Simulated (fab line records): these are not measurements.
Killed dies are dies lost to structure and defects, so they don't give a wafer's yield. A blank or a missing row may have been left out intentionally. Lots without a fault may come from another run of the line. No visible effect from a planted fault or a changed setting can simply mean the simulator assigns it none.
Lot-split experiment    flow n5_finfet    route with 1938 steps; 7 lots, 21 wafers read

## ABOUT THE SPLIT
At N5_BEOL_M4_COAT_68 (time 60 s, resist thk 12 nm), the setting spin_rpm was moved away from the recipe's 1500 rpm on 4 of the 21 wafers read, by -10.8% to -6.4%. All remaining wafers had this setting at the recipe value.

## FROM THE SPLIT TO THE READING: what the file shows between them, 7 steps
- N5_BEOL_M4_COAT_76: time 60 s, resist thk 5 nm
- N5_BEOL_M4_COAT_22: resist thk 30 nm
- N5_BEOL_M4_DESCUM_33: chemistry O2, time 7 s
- N5_BEOL_M4_ETCH_77: etches underlayer in N2/H2, target depth 6.5 nm, time 5.2 s
- N5_BEOL_M4_ETCH_69: etches SiARC in CF4, target depth 15.6 nm, time 26 s
- N5_BEOL_M4_ALD_98: deposits SiO2, target thk 2.5 nm, pulse time 1 s, co reactant pulse time 1 s
- N5_BEOL_M4_ETCHBACK_99: etches SiO2 in CHF3, target depth 5 nm, time 10.4 s

## THE READING
SiARC_of_BEOL_M4_COAT_68.thk_nm (the simulator's own value, which no gauge read), in nm, at N5_BEOL_M4_ETCH_70 (etches SOC in N2/H2, target depth 80 nm, overetch 24 nm, time 130 s). The file does not state a usual value for it. Here, 17 wafers ran the recipe; their average is 5.9 nm with a standard deviation of 0.16 nm.

wafer   tool, chamber at the split  spin_rpm as run, rpm  against the recipe  SiARC_of_BEOL_M4_COAT_68.thk_nm, nm  against lot-mates on the recipe
L079.1  litho_track-04, 0           1500                  recipe              6                                    -
L079.2  litho_track-04, 0           1500                  recipe              5.8                                  -
L079.5  litho_track-04, 0           1404                  -6.4%               6.4                                  +0.5
L081.1  litho_track-02, 0           1500                  recipe              5.8                                  -
L081.4  litho_track-02, 0           1500                  recipe              5.8                                  -
L081.5  litho_track-02, 0           1500                  recipe              5.8                                  -
L082.2  litho_track-04, 0           1500                  recipe              6                                    -
L082.4  litho_track-04, 0           1500                  recipe              6                                    -
L082.5  litho_track-04, 0           1500                  recipe              6                                    -
L086.1  litho_track-01, 0           1402                  -6.5%               6.2                                  +0.4
L086.5  litho_track-01, 0           1500                  recipe              5.8                                  -
L086.6  litho_track-01, 0           1500                  recipe              5.8                                  -
L087.1  litho_track-04, 0           1500                  recipe              5.8                                  -
L087.2  litho_track-04, 0           1338                  -10.8%              6.4                                  +0.6
L087.5  litho_track-04, 0           1338                  -10.8%              6.6                                  +0.8
L090.1  litho_track-02, 0           1500                  recipe              6.2                                  -
L090.5  litho_track-02, 0           1500                  recipe              6.2                                  -
L090.6  litho_track-02, 0           1500                  recipe              6                                    -
L096.2  litho_track-04, 0           1500                  recipe              6                                    -
L096.5  litho_track-04, 0           1500                  recipe              5.8                                  -
L096.6  litho_track-04, 0           1500                  recipe              5.6                                  -

FIT RESULTS
A straight line over all 21 wafers: SiARC_of_BEOL_M4_COAT_68.thk_nm changes by -0.0564 nm for each +1% of spin_rpm; r = -0.80; the points scatter about the line by 0.15 nm.
The same after taking each lot's own level away (the mean of its wafers on the recipe; 21 wafers): -0.0659 nm for each +1%; r = -0.94; scatter 0.09 nm.
According to that fit, moving spin_rpm by its largest amount changes the reading by 0.71 nm.
Measured against the standard deviation above, the lots' own levels, which go from 5.80 to 6.13 nm, span 2.1 times it.
So the slope is not independent of the lot-to-lot level: the two fits are not the same.
Check: with one of the wafers moved furthest among these (-10.8%) left out of the fit, the line predicts +0.78 nm for it against its lot-mates. Against them it came out at +0.6 nm.

## THESE WAFERS: OTHER SPLITS
Before the reading, these wafers also passed through other splits. Each is held against what the fit with the lots' levels taken away leaves over:
other split on the same wafers  wafers away from the commonest value  r with SiARC_of_BEOL_M4_COAT_68.thk_nm (lot level and that fit taken away)
N5_BEOL_M1_EXPOSE_25 dose_mj    8                                     +0.12
N5_BEOL_M1_ETCH_70 source_w     5                                     +0.00
N5_BEOL_M2_COAT_62 spin_rpm     6                                     +0.24
N5_BEOL_M2_COAT_67 spin_rpm     7                                     +0.02
N5_BEOL_M3_ETCH_70 source_w     3                                     +0.15
N5_BEOL_M4_ETCH_64 bias_w       5                                     +0.13

## THE WHOLE CHAIN: every reading that the file lists as answering this split, in the file's order
step                what it does                                                         reading                                                                             change (the file's fit)                 r (the file's)
N5_BEOL_M4_COAT_68  time 60 s, resist thk 12 nm                                          SiARC_of_BEOL_M4_COAT_68.thk_nm (the simulator's own value, which no gauge read)    -0.0582 nm for each +1% of the setting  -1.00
N5_BEOL_M4_ETCH_69  etches SiARC in CF4, target depth 15.6 nm, time 26 s                 etch.depth_nm (the simulator's own value, which no gauge read)                      -0.0655 nm for each +1% of the setting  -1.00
N5_BEOL_M4_ETCH_69  etches SiARC in CF4, target depth 15.6 nm, time 26 s                 CAR-EUV_of_BEOL_M4_COAT_22.thk_nm (the simulator's own value, which no gauge read)  +0.0453 nm for each +1% of the setting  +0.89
N5_BEOL_M4_ETCH_70  etches SOC in N2/H2, target depth 80 nm, overetch 24 nm, time 130 s  SiARC_of_BEOL_M4_COAT_68.thk_nm (the simulator's own value, which no gauge read)    -0.0668 nm for each +1% of the setting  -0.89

## FILE'S OWN FIT
SiARC_of_BEOL_M4_COAT_68.thk_nm changes by -0.0668 nm for each +1% of spin_rpm, r = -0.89.
